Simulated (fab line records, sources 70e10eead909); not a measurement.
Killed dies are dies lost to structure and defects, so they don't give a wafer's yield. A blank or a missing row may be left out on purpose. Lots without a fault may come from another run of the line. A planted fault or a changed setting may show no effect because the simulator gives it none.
Chamber matching | flow nand_harc | NHARC_THIN_TSV_DESCUM_14 on rie_diel-08: 4 sister chambers
The step chemistry O2, time 3 s. 16 wafers are shown with their chamber, then 8 later ones without.

WAFERS WITH THEIR CHAMBER
wafer  | chamber | drypump_motor_current_A (A) | showerhead_plenum_p_Torr (Torr) | rf_vpp_V (V)
L521.3 | 3       | 5.6                         | 1.93                            | 56.6
L521.5 | 3       | 5.6                         | 1.93                            | 58.5
L521.6 | 0       | 6.7                         | 1.94                            | 59.1
L522.2 | 0       | 6.7                         | 1.94                            | 57.6
L522.4 | 2       | 5.4                         | 2.05                            | 58.7
L522.6 | 1       | 6.5                         | 1.96                            | 58.8
L525.3 | 1       | 6.6                         | 1.96                            | 56.2
L525.4 | 2       | 5.4                         | 2.05                            | 58.8
L525.6 | 3       | 5.6                         | 1.92                            | 57.8
L527.2 | 0       | 6.7                         | 1.94                            | 59.5
L527.4 | 2       | 5.4                         | 2.05                            | 59.4
L527.5 | 2       | 5.4                         | 2.05                            | 58.8
L530.2 | 0       | 6.7                         | 1.94                            | 59.0
L530.3 | 1       | 6.5                         | 1.96                            | 59.9
L530.5 | 2       | 5.4                         | 2.05                            | 58.5
L533.2 | 3       | 5.6                         | 1.92                            | 57.0

SIGNATURES (means of the wafers above)
reading                  | chamber 0 | chamber 1 | chamber 2 | chamber 3 | scatter within a chamber
drypump_motor_current_A  | 6.700     | 6.533     | 5.400     | 5.600     | 0.0236
showerhead_plenum_p_Torr | 1.9400    | 1.9600    | 2.0500    | 1.9250    | 0.00289
rf_vpp_V                 | 58.800    | 58.300    | 58.840    | 57.475    | 0.995
Rule: a wafer's distance from a chamber is the root of the sum, over the readings, of the square of ((its reading less the chamber's mean) divided by the reading's scatter). The wafer belongs to the nearest chamber; if the next one is less than 2 further off, it can't be placed. The scatter: the root of (the sum of the squares of (reading less its chamber's mean) over the shown wafers, divided by (wafers less chambers)).

WAFERS WITHOUT THEIR CHAMBER
wafer  | drypump_motor_current_A (A) | showerhead_plenum_p_Torr (Torr) | rf_vpp_V (V)
L533.3 | 5.4                         | 2.05                            | 58.8
L533.6 | 5.4                         | 2.05                            | 58.5
L534.2 | 5.4                         | 2.05                            | 56.3
L534.3 | 6.5                         | 1.96                            | 59.3
L534.4 | 5.6                         | 1.92                            | 58.1
L542.1 | 5.6                         | 1.92                            | 58.2
L542.3 | 5.4                         | 2.05                            | 58.8
L542.5 | 6.5                         | 1.96                            | 59.2

WHICH CHAMBER EACH WENT THROUGH
wafer  | from the rows above | in truth
L533.3 | 2                   | 2
L533.6 | 2                   | 2
L534.2 | 2                   | 2
L534.3 | 1                   | 1
L534.4 | 3                   | 3
L542.1 | 3                   | 3
L542.3 | 2                   | 2
L542.5 | 1                   | 1
Placed correctly: 8 of 8. Can't be placed from these rows: 0. Placed wrongly: 0.
